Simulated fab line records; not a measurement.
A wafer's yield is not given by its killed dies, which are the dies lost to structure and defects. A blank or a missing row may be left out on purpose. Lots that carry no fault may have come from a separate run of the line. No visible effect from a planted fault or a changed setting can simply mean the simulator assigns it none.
What tool caused it? :: flow n5-finfet :: Sampling: 24 lots, 72 wafers, 6 of 1938 route steps

WHAT THE GAUGES READ, wafer by wafer
N5_BEOL_M5_INSPECT_13: inspects for defects (brightfield). Usual: raw-defect-count at 400, with a standard deviation of 99.
lot: L074
measured: day 7 22:45
on: defect-inspect-02
raw-defect-count: 464 442 381
flag: 

lot: L075
measured: day 8 05:14
on: defect-inspect-01
raw-defect-count: 507 447 316
flag: 

lot: L076
measured: day 8 05:35
on: defect-inspect-01
raw-defect-count: 347 298 313
flag: 

lot: L078
measured: day 8 23:19
on: defect-inspect-02
raw-defect-count: 409 373 423
flag: 

lot: L077
measured: day 8 23:28
on: defect-inspect-01
raw-defect-count: 356 350 733
flag: 

lot: L079
measured: day 9 07:18
on: defect-inspect-01
raw-defect-count: 299 459 383
flag: 

lot: L080
measured: day 9 10:00
on: defect-inspect-02
raw-defect-count: 439 431 445
flag: 

lot: L081
measured: day 10 00:07
on: defect-inspect-02
raw-defect-count: 500 487 541
flag: 

lot: L082
measured: day 10 15:06
on: defect-inspect-02
raw-defect-count: 252 345 223
flag: 

lot: L083
measured: day 10 18:36
on: defect-inspect-02
raw-defect-count: 367 377 305
flag: 

lot: L084
measured: day 10 21:46
on: defect-inspect-02
raw-defect-count: 477 349 369
flag: 

lot: L087
measured: day 11 19:34
on: defect-inspect-02
raw-defect-count: 622 634 466
flag: 

lot: L085
measured: day 11 22:18
on: defect-inspect-01
raw-defect-count: 291 296 307
flag: 

lot: L086
measured: day 11 22:28
on: defect-inspect-01
raw-defect-count: 251 296 247
flag: 

lot: L088
measured: day 12 03:07
on: defect-inspect-01
raw-defect-count: 329 419 381
flag: 

lot: L090
measured: day 12 03:13
on: defect-inspect-01
raw-defect-count: 356 453 445
flag: 

lot: L089
measured: day 12 09:20
on: defect-inspect-02
raw-defect-count: 247 301 323
flag: 

lot: L092
measured: day 13 00:11
on: defect-inspect-02
raw-defect-count: 389 355 351
flag: 

lot: L091
measured: day 13 02:46
on: defect-inspect-01
raw-defect-count: 439 536 614
flag: 

lot: L093
measured: day 13 06:16
on: defect-inspect-02
raw-defect-count: 349 290 254
flag: 

lot: L094
measured: day 13 09:58
on: defect-inspect-02
raw-defect-count: 507 533 477
flag: 

lot: L095
measured: day 13 12:13
on: defect-inspect-02
raw-defect-count: 422 353 406
flag: 

lot: L096
measured: day 14 10:28
on: defect-inspect-02
raw-defect-count: 445 488 508
flag: 

lot: L097
measured: day 14 13:56
on: defect-inspect-02
raw-defect-count: 481 370 376
flag: 

N5_BEOL_M5_RS_MEAS_57: uses a four-point probe to measure. Usual: M5_RS 0.390 ohm/sq, standard deviation 0.011.
lot: L074
measured: day 8 07:52
on: film-metro-01
M5_RS (ohm/sq): 0.378 0.385 0.391
flag: 

lot: L075
measured: day 8 16:34
on: film-metro-02
M5_RS (ohm/sq): 0.378 0.385 0.387
flag: 

lot: L076
measured: day 8 18:57
on: film-metro-02
M5_RS (ohm/sq): 0.377 0.374 0.369
flag: 

lot: L078
measured: day 9 18:35
on: film-metro-02
M5_RS (ohm/sq): 0.379 0.392 0.385
flag: 

lot: L077
measured: day 9 08:16
on: film-metro-01
M5_RS (ohm/sq): 0.362 0.379 0.391
flag: 

lot: L079
measured: day 9 16:07
on: film-metro-01
M5_RS (ohm/sq): 0.368 0.406 0.386
flag: 

lot: L080
measured: day 9 21:46
on: film-metro-01
M5_RS (ohm/sq): 0.408 0.401 0.405
flag: 

lot: L081
measured: day 10 09:16
on: film-metro-02
M5_RS (ohm/sq): 0.392 0.404 0.398
flag: 

lot: L082
measured: day 11 01:04
on: film-metro-01
M5_RS (ohm/sq): 0.401 0.391 0.406
flag: 

lot: L083
measured: day 11 08:33
on: film-metro-01
M5_RS (ohm/sq): 0.405 0.386 0.393
flag: 

lot: L084
measured: day 11 12:55
on: film-metro-01
M5_RS (ohm/sq): 0.419 0.414 0.409
flag: 

lot: L087
measured: day 12 03:37
on: film-metro-02
M5_RS (ohm/sq): 0.402 0.386 0.398
flag: 

lot: L085
measured: day 12 09:19
on: film-metro-02
M5_RS (ohm/sq): 0.399 0.395 0.402
flag: 

lot: L086
measured: day 12 11:17
on: film-metro-02
M5_RS (ohm/sq): 0.392 0.394 0.389
flag: 

lot: L088
measured: day 12 15:43
on: film-metro-01
M5_RS (ohm/sq): 0.392 0.373 0.395
flag: 

lot: L090
measured: day 12 18:18
on: film-metro-02
M5_RS (ohm/sq): 0.383 0.392 0.384
flag: 

lot: L089
measured: day 12 21:18
on: film-metro-02
M5_RS (ohm/sq): 0.379 0.383 0.375
flag: 

lot: L092
measured: day 13 10:16
on: film-metro-01
M5_RS (ohm/sq): 0.379 0.363 0.368
flag: 

lot: L091
measured: day 13 12:38
on: film-metro-01
M5_RS (ohm/sq): 0.392 0.389 0.383
flag: 

lot: L093
measured: day 13 18:09
on: film-metro-01
M5_RS (ohm/sq): 0.403 0.392 0.408
flag: 

lot: L094
measured: day 13 19:07
on: film-metro-01
M5_RS (ohm/sq): 0.404 0.392 0.398
flag: 

lot: L095
measured: day 14 00:59
on: film-metro-02
M5_RS (ohm/sq): 0.396 0.376 0.391
flag: 

lot: L096
measured: day 14 20:17
on: film-metro-01
M5_RS (ohm/sq): 0.382 0.382 0.387
flag: 

lot: L097
measured: day 15 05:15
on: film-metro-01
M5_RS (ohm/sq): 0.410 0.410 0.399
flag: 

WHAT TOOL EACH LOT RAN ON (gives the tool, then ch and the chambers of the sampled wafers, and finally the start)
lot: L074
N5_BEOL_M5_SPUTTER_83: pvd-sputter-01, day 8 04:36
N5_BEOL_M5_ANNEAL_89: pvd-sputter-01, day 8 05:46
N5_BEOL_M5_PRE_CLEAN_77: cvd-co-02 ch 1,2, day 8 07:37
N5_BEOL_M5_DEP_56: pecvd-03 ch 0, day 8 07:47

lot: L075
N5_BEOL_M5_SPUTTER_83: pvd-sputter-03, day 8 13:15
N5_BEOL_M5_ANNEAL_89: pvd-sputter-03, day 8 14:25
N5_BEOL_M5_PRE_CLEAN_77: cvd-co-01 ch 0,2, day 8 16:17
N5_BEOL_M5_DEP_56: pecvd-03 ch 0,2, day 8 16:31

lot: L076
N5_BEOL_M5_SPUTTER_83: pvd-sputter-01, day 8 15:40
N5_BEOL_M5_ANNEAL_89: pvd-sputter-01, day 8 16:50
N5_BEOL_M5_PRE_CLEAN_77: cvd-co-01 ch 0,2, day 8 18:40
N5_BEOL_M5_DEP_56: pecvd-01 ch 1,2, day 8 18:53

lot: L078
N5_BEOL_M5_SPUTTER_83: pvd-sputter-01, day 9 04:27
N5_BEOL_M5_ANNEAL_89: pvd-sputter-01, day 9 16:02
N5_BEOL_M5_PRE_CLEAN_77: cvd-co-02 ch 0,2, day 9 18:20
N5_BEOL_M5_DEP_56: pecvd-03 ch 0,1, day 9 18:30

lot: L077
N5_BEOL_M5_SPUTTER_83: pvd-sputter-02, day 9 04:58
N5_BEOL_M5_ANNEAL_89: pvd-sputter-02, day 9 06:08
N5_BEOL_M5_PRE_CLEAN_77: cvd-co-01 ch 0,2, day 9 07:59
N5_BEOL_M5_DEP_56: pecvd-02 ch 0,1,2, day 9 08:11

lot: L079
N5_BEOL_M5_SPUTTER_83: pvd-sputter-02, day 9 12:52
N5_BEOL_M5_ANNEAL_89: pvd-sputter-02, day 9 14:02
N5_BEOL_M5_PRE_CLEAN_77: cvd-co-02 ch 0,1,2, day 9 15:54
N5_BEOL_M5_DEP_56: pecvd-01 ch 0,1,2, day 9 16:03

lot: L080
N5_BEOL_M5_SPUTTER_83: pvd-sputter-02, day 9 18:32
N5_BEOL_M5_ANNEAL_89: pvd-sputter-02, day 9 19:42
N5_BEOL_M5_PRE_CLEAN_77: cvd-co-02 ch 1,2, day 9 21:32
N5_BEOL_M5_DEP_56: pecvd-01 ch 0,1,2, day 9 21:42

lot: L081
N5_BEOL_M5_SPUTTER_83: pvd-sputter-01, day 10 05:44
N5_BEOL_M5_ANNEAL_89: pvd-sputter-01, day 10 06:54
N5_BEOL_M5_PRE_CLEAN_77: cvd-co-01 ch 0,1,2, day 10 09:03
N5_BEOL_M5_DEP_56: pecvd-01 ch 1,2, day 10 09:12

lot: L082
N5_BEOL_M5_SPUTTER_83: pvd-sputter-03, day 10 21:50
N5_BEOL_M5_ANNEAL_89: pvd-sputter-03, day 10 23:01
N5_BEOL_M5_PRE_CLEAN_77: cvd-co-02 ch 0,1,2, day 11 00:50
N5_BEOL_M5_DEP_56: pecvd-01 ch 0,1,2, day 11 01:00

lot: L083
N5_BEOL_M5_SPUTTER_83: pvd-sputter-01, day 11 05:19
N5_BEOL_M5_ANNEAL_89: pvd-sputter-01, day 11 06:29
N5_BEOL_M5_PRE_CLEAN_77: cvd-co-01 ch 0,2, day 11 08:20
N5_BEOL_M5_DEP_56: pecvd-01 ch 1,2, day 11 08:29

lot: L084
N5_BEOL_M5_SPUTTER_83: pvd-sputter-03, day 11 07:35
N5_BEOL_M5_ANNEAL_89: pvd-sputter-03, day 11 08:45
N5_BEOL_M5_PRE_CLEAN_77: cvd-co-01 ch 0,1, day 11 12:42
N5_BEOL_M5_DEP_56: pecvd-03 ch 1,2, day 11 12:51

lot: L087
N5_BEOL_M5_SPUTTER_83: pvd-sputter-03, day 12 00:23
N5_BEOL_M5_ANNEAL_89: pvd-sputter-03, day 12 01:32
N5_BEOL_M5_PRE_CLEAN_77: cvd-co-02 ch 0,1, day 12 03:23
N5_BEOL_M5_DEP_56: pecvd-03 ch 0,2, day 12 03:32

lot: L085
N5_BEOL_M5_SPUTTER_83: pvd-sputter-03, day 12 06:05
N5_BEOL_M5_ANNEAL_89: pvd-sputter-03, day 12 07:15
N5_BEOL_M5_PRE_CLEAN_77: cvd-co-02 ch 1,2, day 12 09:05
N5_BEOL_M5_DEP_56: pecvd-01 ch 1,2, day 12 09:15

lot: L086
N5_BEOL_M5_SPUTTER_83: pvd-sputter-01, day 12 08:01
N5_BEOL_M5_ANNEAL_89: pvd-sputter-01, day 12 09:11
N5_BEOL_M5_PRE_CLEAN_77: cvd-co-02 ch 0,1,2, day 12 11:01
N5_BEOL_M5_DEP_56: pecvd-02 ch 0,2, day 12 11:11

lot: L088
N5_BEOL_M5_SPUTTER_83: pvd-sputter-02, day 12 12:29
N5_BEOL_M5_ANNEAL_89: pvd-sputter-02, day 12 13:39
N5_BEOL_M5_PRE_CLEAN_77: cvd-co-02 ch 1,2, day 12 15:29
N5_BEOL_M5_DEP_56: pecvd-01 ch 1,2, day 12 15:39

lot: L090
N5_BEOL_M5_SPUTTER_83: pvd-sputter-01, day 12 14:34
N5_BEOL_M5_ANNEAL_89: pvd-sputter-01, day 12 15:44
N5_BEOL_M5_PRE_CLEAN_77: cvd-co-02 ch 1,2, day 12 18:05
N5_BEOL_M5_DEP_56: pecvd-01 ch 0,1,2, day 12 18:14

lot: L089
N5_BEOL_M5_SPUTTER_83: pvd-sputter-03, day 12 18:02
N5_BEOL_M5_ANNEAL_89: pvd-sputter-03, day 12 19:12
N5_BEOL_M5_PRE_CLEAN_77: cvd-co-01 ch 0,2, day 12 21:03
N5_BEOL_M5_DEP_56: pecvd-02 ch 0,1, day 12 21:14

lot: L092
N5_BEOL_M5_SPUTTER_83: pvd-sputter-01, day 13 07:02
N5_BEOL_M5_ANNEAL_89: pvd-sputter-01, day 13 08:12
N5_BEOL_M5_PRE_CLEAN_77: cvd-co-01 ch 0,1,2, day 13 10:02
N5_BEOL_M5_DEP_56: pecvd-01 ch 0,1, day 13 10:13

lot: L091
N5_BEOL_M5_SPUTTER_83: pvd-sputter-03, day 13 09:23
N5_BEOL_M5_ANNEAL_89: pvd-sputter-03, day 13 10:34
N5_BEOL_M5_PRE_CLEAN_77: cvd-co-01 ch 0,1,2, day 13 12:25
N5_BEOL_M5_DEP_56: pecvd-02 ch 0,2, day 13 12:35

lot: L093
N5_BEOL_M5_SPUTTER_83: pvd-sputter-03, day 13 14:55
N5_BEOL_M5_ANNEAL_89: pvd-sputter-03, day 13 16:05
N5_BEOL_M5_PRE_CLEAN_77: cvd-co-02 ch 0,1,2, day 13 17:56
N5_BEOL_M5_DEP_56: pecvd-03 ch 0,1, day 13 18:05

lot: L094
N5_BEOL_M5_SPUTTER_83: pvd-sputter-01, day 13 15:53
N5_BEOL_M5_ANNEAL_89: pvd-sputter-01, day 13 17:03
N5_BEOL_M5_PRE_CLEAN_77: cvd-co-01 ch 1,2, day 13 18:54
N5_BEOL_M5_DEP_56: pecvd-01 ch 1,2, day 13 19:04

lot: L095
N5_BEOL_M5_SPUTTER_83: pvd-sputter-02, day 13 21:46
N5_BEOL_M5_ANNEAL_89: pvd-sputter-02, day 13 22:55
N5_BEOL_M5_PRE_CLEAN_77: cvd-co-01 ch 0,1,2, day 14 00:46
N5_BEOL_M5_DEP_56: pecvd-03 ch 1,2, day 14 00:55

lot: L096
N5_BEOL_M5_SPUTTER_83: pvd-sputter-01, day 14 17:04
N5_BEOL_M5_ANNEAL_89: pvd-sputter-01, day 14 18:14
N5_BEOL_M5_PRE_CLEAN_77: cvd-co-02 ch 0,1,2, day 14 20:04
N5_BEOL_M5_DEP_56: pecvd-02 ch 0,2, day 14 20:13

lot: L097
N5_BEOL_M5_SPUTTER_83: pvd-sputter-02, day 15 01:47
N5_BEOL_M5_ANNEAL_89: pvd-sputter-02, day 15 02:56
N5_BEOL_M5_PRE_CLEAN_77: cvd-co-01 ch 0,1, day 15 05:02
N5_BEOL_M5_DEP_56: pecvd-01 ch 0,1, day 15 05:11
- N5_BEOL_M5_SPUTTER_83: material Cu, target thk 15 nm, time 27.62 s.
- N5_BEOL_M5_ANNEAL_89: time 1800 s.
- N5_BEOL_M5_PRE_CLEAN_77: time 15 s.
- N5_BEOL_M5_DEP_56: deposits SiCN from 3MS/NH3, target thk 8 nm, time 14 s.

AS READ BY THE TOOLS THEMSELVES (means over the sampled wafers that have a number; for cases with no such wafer, the mark the record gives instead)
N5_BEOL_M5_SPUTTER_83. Usual: throttle-valve-pct at 29.6 %, with a standard deviation of 0.97.
lot: L074
tool: pvd-sputter-01
throttle-valve-pct (%): 29.4
flag: 

lot: L075
tool: pvd-sputter-03
throttle-valve-pct (%): 30.5
flag: 

lot: L076
tool: pvd-sputter-01
throttle-valve-pct (%): 29.3
flag: 

lot: L078
tool: pvd-sputter-01
throttle-valve-pct (%): 29.4
flag: 

lot: L077
tool: pvd-sputter-02
throttle-valve-pct (%): 28.2
flag: 

lot: L079
tool: pvd-sputter-02
throttle-valve-pct (%): 29.2
flag: 

lot: L080
tool: pvd-sputter-02
throttle-valve-pct (%): 29.0
flag: 

lot: L081
tool: pvd-sputter-01
throttle-valve-pct (%): 29.9
flag: 

lot: L082
tool: pvd-sputter-03
throttle-valve-pct (%): 30.4
flag: 

lot: L083
tool: pvd-sputter-01
throttle-valve-pct (%): 29.6
flag: 

lot: L084
tool: pvd-sputter-03
throttle-valve-pct (%): 29.6
flag: 

lot: L087
tool: pvd-sputter-03
throttle-valve-pct (%): 29.5
flag: 

lot: L085
tool: pvd-sputter-03
throttle-valve-pct (%): 31.2
flag: 

lot: L086
tool: pvd-sputter-01
throttle-valve-pct (%): 29.4
flag: 

lot: L088
tool: pvd-sputter-02
throttle-valve-pct (%): 29.0
flag: 

lot: L090
tool: pvd-sputter-01
throttle-valve-pct (%): 30.0
flag: 

lot: L089
tool: pvd-sputter-03
throttle-valve-pct (%): 29.6
flag: 

lot: L092
tool: pvd-sputter-01
throttle-valve-pct (%): 29.4
flag: 

lot: L091
tool: pvd-sputter-03
throttle-valve-pct (%): 29.6
flag: 

lot: L093
tool: pvd-sputter-03
throttle-valve-pct (%): 30.3
flag: 

lot: L094
tool: pvd-sputter-01
throttle-valve-pct (%): 30.0
flag: 

lot: L095
tool: pvd-sputter-02
throttle-valve-pct (%): 29.5
flag: 

lot: L096
tool: pvd-sputter-01
throttle-valve-pct (%): 29.8
flag: 

lot: L097
tool: pvd-sputter-02
throttle-valve-pct (%): 28.5
flag: 

N5_BEOL_M5_ANNEAL_89. Usual: heater-power-w at 837 W, with a standard deviation of 96.
lot: L074
tool: pvd-sputter-01
heater-power-w (W): 807
flag: 

lot: L075
tool: pvd-sputter-03
heater-power-w (W): 872
flag: 

lot: L076
tool: pvd-sputter-01
heater-power-w (W): 790
flag: 

lot: L078
tool: pvd-sputter-01
heater-power-w (W): 807
flag: 

lot: L077
tool: pvd-sputter-02
heater-power-w (W): 859
flag: 

lot: L079
tool: pvd-sputter-02
heater-power-w (W): 869
flag: 

lot: L080
tool: pvd-sputter-02
heater-power-w (W): 861
flag: 

lot: L081
tool: pvd-sputter-01
heater-power-w (W): 881
flag: 

lot: L082
tool: pvd-sputter-03
heater-power-w (W): 887
flag: 

lot: L083
tool: pvd-sputter-01
heater-power-w (W): 797
flag: 

lot: L084
tool: pvd-sputter-03
heater-power-w (W): 846
flag: 

lot: L087
tool: pvd-sputter-03
heater-power-w (W): 850
flag: 

lot: L085
tool: pvd-sputter-03
heater-power-w (W): 971
flag: 

lot: L086
tool: pvd-sputter-01
heater-power-w (W): 789
flag: 

lot: L088
tool: pvd-sputter-02
heater-power-w (W): 794
flag: 

lot: L090
tool: pvd-sputter-01
heater-power-w (W): 837
flag: 

lot: L089
tool: pvd-sputter-03
heater-power-w (W): 855
flag: 

lot: L092
tool: pvd-sputter-01
heater-power-w (W): 803
flag: 

lot: L091
tool: pvd-sputter-03
heater-power-w (W): 845
flag: 

lot: L093
tool: pvd-sputter-03
heater-power-w (W): 940
flag: 

lot: L094
tool: pvd-sputter-01
heater-power-w (W): 835
flag: 

lot: L095
tool: pvd-sputter-02
heater-power-w (W): 824
flag: 

lot: L096
tool: pvd-sputter-01
heater-power-w (W): 828
flag: 

lot: L097
tool: pvd-sputter-02
heater-power-w (W): 874
flag: 

N5_BEOL_M5_PRE_CLEAN_77. Usual: heater-power-w at 82 W, with a standard deviation of 5.5.
lot: L074
tool: cvd-co-02
heater-power-w (W): 87
flag: 

lot: L075
tool: cvd-co-01
heater-power-w (W): 78
flag: 

lot: L076
tool: cvd-co-01
heater-power-w (W): 81
flag: 

lot: L078
tool: cvd-co-02
heater-power-w (W): 79
flag: 

lot: L077
tool: cvd-co-01
heater-power-w (W): 81
flag: 

lot: L079
tool: cvd-co-02
heater-power-w (W): 81
flag: 

lot: L080
tool: cvd-co-02
heater-power-w (W): 86
flag: 

lot: L081
tool: cvd-co-01
heater-power-w (W): 81
flag: 

lot: L082
tool: cvd-co-02
heater-power-w (W): 82
flag: 

lot: L083
tool: cvd-co-01
heater-power-w (W): 79
flag: 

lot: L084
tool: cvd-co-01
heater-power-w (W): 78
flag: 

lot: L087
tool: cvd-co-02
heater-power-w (W): 78
flag: 

lot: L085
tool: cvd-co-02
heater-power-w (W): 86
flag: 

lot: L086
tool: cvd-co-02
heater-power-w (W): 83
flag: 

lot: L088
tool: cvd-co-02
heater-power-w (W): 86
flag: 

lot: L090
tool: cvd-co-02
heater-power-w (W): 86
flag: 

lot: L089
tool: cvd-co-01
heater-power-w (W): 84
flag: 

lot: L092
tool: cvd-co-01
heater-power-w (W): 82
flag: 

lot: L091
tool: cvd-co-01
heater-power-w (W): 82
flag: 

lot: L093
tool: cvd-co-02
heater-power-w (W): 82
flag: 

lot: L094
tool: cvd-co-01
heater-power-w (W): 83
flag: 

lot: L095
tool: cvd-co-01
heater-power-w (W): 82
flag: 

lot: L096
tool: cvd-co-02
heater-power-w (W): 82
flag: 

lot: L097
tool: cvd-co-01
heater-power-w (W): 80
flag: 

N5_BEOL_M5_DEP_56. Usual: showerhead-plenum-p-Torr 3.651 Torr, standard deviation 0.02; throttle-valve-pct 9.2 %, standard deviation 0.69.
lot: L074
tool: pecvd-03
showerhead-plenum-p-Torr (Torr): 3.619
throttle-valve-pct (%): 8.8
flag: 

lot: L075
tool: pecvd-03
showerhead-plenum-p-Torr (Torr): 3.668
throttle-valve-pct (%): 8.5
flag: 

lot: L076
tool: pecvd-01
showerhead-plenum-p-Torr (Torr): 3.646
throttle-valve-pct (%): 9.2
flag: 

lot: L078
tool: pecvd-03
showerhead-plenum-p-Torr (Torr): 3.635
throttle-valve-pct (%): 9.0
flag: 

lot: L077
tool: pecvd-02
showerhead-plenum-p-Torr (Torr): 3.660
throttle-valve-pct (%): 8.9
flag: 

lot: L079
tool: pecvd-01
showerhead-plenum-p-Torr (Torr): 3.640
throttle-valve-pct (%): 9.9
flag: 

lot: L080
tool: pecvd-01
showerhead-plenum-p-Torr (Torr): 3.641
throttle-valve-pct (%): 9.8
flag: 

lot: L081
tool: pecvd-01
showerhead-plenum-p-Torr (Torr): 3.643
throttle-valve-pct (%): 9.0
flag: 

lot: L082
tool: pecvd-01
showerhead-plenum-p-Torr (Torr): 3.641
throttle-valve-pct (%): 9.7
flag: 

lot: L083
tool: pecvd-01
showerhead-plenum-p-Torr (Torr): 3.651
throttle-valve-pct (%): 9.2
flag: 

lot: L084
tool: pecvd-03
showerhead-plenum-p-Torr (Torr): 3.677
throttle-valve-pct (%): 9.0
flag: 

lot: L087
tool: pecvd-03
showerhead-plenum-p-Torr (Torr): 3.641
throttle-valve-pct (%): 8.8
flag: 

lot: L085
tool: pecvd-01
showerhead-plenum-p-Torr (Torr): 3.642
throttle-valve-pct (%): 9.3
flag: 

lot: L086
tool: pecvd-02
showerhead-plenum-p-Torr (Torr): 3.663
throttle-valve-pct (%): 9.1
flag: 

lot: L088
tool: pecvd-01
showerhead-plenum-p-Torr (Torr): 3.655
throttle-valve-pct (%): 9.7
flag: 

lot: L090
tool: pecvd-01
showerhead-plenum-p-Torr (Torr): 3.644
throttle-valve-pct (%): 9.7
flag: 

lot: L089
tool: pecvd-02
showerhead-plenum-p-Torr (Torr): 3.657
throttle-valve-pct (%): 8.5
flag: 

lot: L092
tool: pecvd-01
showerhead-plenum-p-Torr (Torr): 3.656
throttle-valve-pct (%): 9.9
flag: 

lot: L091
tool: pecvd-02
showerhead-plenum-p-Torr (Torr): 3.668
throttle-valve-pct (%): 9.0
flag: 

lot: L093
tool: pecvd-03
showerhead-plenum-p-Torr (Torr): 3.651
throttle-valve-pct (%): 9.1
flag: 

lot: L094
tool: pecvd-01
showerhead-plenum-p-Torr (Torr): 3.640
throttle-valve-pct (%): 9.1
flag: 

lot: L095
tool: pecvd-03
showerhead-plenum-p-Torr (Torr): 3.675
throttle-valve-pct (%): 9.0
flag: 

lot: L096
tool: pecvd-02
showerhead-plenum-p-Torr (Torr): 3.669
throttle-valve-pct (%): 9.1
flag: 

lot: L097
tool: pecvd-01
showerhead-plenum-p-Torr (Torr): 3.648
throttle-valve-pct (%): 10.0
flag: 

THE ANSWER, worked out from the rows above alone
Rule: a lot counts as off when the mean over its wafers that have a number is more than 3 standard deviations away from the usual mean. Also off: a lot with no number at a reading for which 4 or more lots have one. Where the step has rows for the other lots, those lots are counted as sound. First the gauges in route order, then the tools' own readings, where a lot's mean is used as printed above. The first step at which some lot is off is used, and at that step the reading that is off furthest; a lot without a number counts as furthest.
Nothing can be told from this: no lot is off at any reading shown.

WHAT THE SIMULATOR HAD INSERTED
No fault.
